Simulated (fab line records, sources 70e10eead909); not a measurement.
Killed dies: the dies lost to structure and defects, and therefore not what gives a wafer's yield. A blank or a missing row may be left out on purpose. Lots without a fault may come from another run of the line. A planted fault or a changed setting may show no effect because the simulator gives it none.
Chamber matching :: flow nandHarc :: 4 sister chambers for NHARC_A_CONTACT_DESCUM_13 on rieDiel-06
The step chemistry O2, time 3 s. 16 wafers are shown with their chamber, then 8 later ones without.

## WAFERS WITH THEIR CHAMBER
wafer: L076.1
chamber: 2
drypumpMotorCurrentA (A): 5.9
showerheadPlenumPTorr (Torr): 1.88
oesProductAu (a.u.): 1.008

wafer: L076.3
chamber: 1
drypumpMotorCurrentA (A): 5.1
showerheadPlenumPTorr (Torr): 1.88
oesProductAu (a.u.): 0.981

wafer: L076.5
chamber: 1
drypumpMotorCurrentA (A): 5.1
showerheadPlenumPTorr (Torr): 1.88
oesProductAu (a.u.): 0.988

wafer: L081.3
chamber: 3
drypumpMotorCurrentA (A): 6.4
showerheadPlenumPTorr (Torr): 1.87
oesProductAu (a.u.): 0.994

wafer: L081.4
chamber: 2
drypumpMotorCurrentA (A): 5.9
showerheadPlenumPTorr (Torr): 1.88
oesProductAu (a.u.): 1.010

wafer: L081.6
chamber: 2
drypumpMotorCurrentA (A): 5.9
showerheadPlenumPTorr (Torr): 1.88
oesProductAu (a.u.): 1.005

wafer: L083.1
chamber: 0
drypumpMotorCurrentA (A): 5.6
showerheadPlenumPTorr (Torr): 1.89
oesProductAu (a.u.): 0.983

wafer: L083.2
chamber: 2
drypumpMotorCurrentA (A): 5.9
showerheadPlenumPTorr (Torr): 1.87
oesProductAu (a.u.): 1.001

wafer: L083.5
chamber: 1
drypumpMotorCurrentA (A): 5.1
showerheadPlenumPTorr (Torr): 1.88
oesProductAu (a.u.): 0.988

wafer: L086.1
chamber: 0
drypumpMotorCurrentA (A): 5.7
showerheadPlenumPTorr (Torr): 1.88
oesProductAu (a.u.): 0.998

wafer: L086.3
chamber: 3
drypumpMotorCurrentA (A): 6.4
showerheadPlenumPTorr (Torr): 1.86
oesProductAu (a.u.): 0.985

wafer: L086.5
chamber: 0
drypumpMotorCurrentA (A): 5.6
showerheadPlenumPTorr (Torr): 1.88
oesProductAu (a.u.): 0.982

wafer: L088.1
chamber: 3
drypumpMotorCurrentA (A): 6.4
showerheadPlenumPTorr (Torr): 1.86
oesProductAu (a.u.): 0.996

wafer: L088.2
chamber: 1
drypumpMotorCurrentA (A): 5.1
showerheadPlenumPTorr (Torr): 1.87
oesProductAu (a.u.): 1.000

wafer: L088.4
chamber: 2
drypumpMotorCurrentA (A): 5.8
showerheadPlenumPTorr (Torr): 1.87
oesProductAu (a.u.): 1.017

wafer: L090.1
chamber: 0
drypumpMotorCurrentA (A): 5.6
showerheadPlenumPTorr (Torr): 1.88
oesProductAu (a.u.): 0.982

SIGNATURES, as means of the wafers listed above
reading: drypumpMotorCurrentA
chamber 0: 5.625
chamber 1: 5.100
chamber 2: 5.880
chamber 3: 6.400
scatter within a chamber: 0.0359

reading: showerheadPlenumPTorr
chamber 0: 1.8825
chamber 1: 1.8775
chamber 2: 1.8760
chamber 3: 1.8633
scatter within a chamber: 0.0053

reading: oesProductAu
chamber 0: 0.98625
chamber 1: 0.98925
chamber 2: 1.00820
chamber 3: 0.99167
scatter within a chamber: 0.00697
Rule: a wafer lies at a distance from a chamber equal to the root of the sum of squares, over the readings, of (its reading less the chamber's mean, divided by the reading's scatter). The wafer belongs to the nearest chamber; if the next one is less than 2 further off, it can't be placed. How the scatter is found: for the shown wafers, subtract from each reading the mean of its chamber, square and add these, divide the total by (wafers less chambers), then take the root.

## WAFERS WITHOUT THEIR CHAMBER
wafer: L090.3
drypumpMotorCurrentA (A): 5.1
showerheadPlenumPTorr (Torr): 1.87
oesProductAu (a.u.): 1.005

wafer: L090.5
drypumpMotorCurrentA (A): 5.1
showerheadPlenumPTorr (Torr): 1.87
oesProductAu (a.u.): 1.005

wafer: L091.4
drypumpMotorCurrentA (A): 5.1
showerheadPlenumPTorr (Torr): 1.87
oesProductAu (a.u.): 1.013

wafer: L091.5
drypumpMotorCurrentA (A): 6.4
showerheadPlenumPTorr (Torr): 1.86
oesProductAu (a.u.): 0.996

wafer: L091.6
drypumpMotorCurrentA (A): 5.6
showerheadPlenumPTorr (Torr): 1.88
oesProductAu (a.u.): 1.000

wafer: L095.3
drypumpMotorCurrentA (A): 5.1
showerheadPlenumPTorr (Torr): 1.87
oesProductAu (a.u.): 1.011

wafer: L095.5
drypumpMotorCurrentA (A): 6.4
showerheadPlenumPTorr (Torr): 1.85
oesProductAu (a.u.): 0.982

wafer: L095.6
drypumpMotorCurrentA (A): 5.9
showerheadPlenumPTorr (Torr): 1.87
oesProductAu (a.u.): 1.008

## THE CHAMBER EACH PASSED THROUGH
wafer: L090.3
from the rows above: 1
in truth: 1

wafer: L090.5
from the rows above: 1
in truth: 1

wafer: L091.4
from the rows above: 1
in truth: 1

wafer: L091.5
from the rows above: 3
in truth: 3

wafer: L091.6
from the rows above: 0
in truth: 0

wafer: L095.3
from the rows above: 1
in truth: 1

wafer: L095.5
from the rows above: 3
in truth: 3

wafer: L095.6
from the rows above: 2
in truth: 2
8 of 8 placed correctly. Not placeable from these rows: 0. 0 placed wrongly.
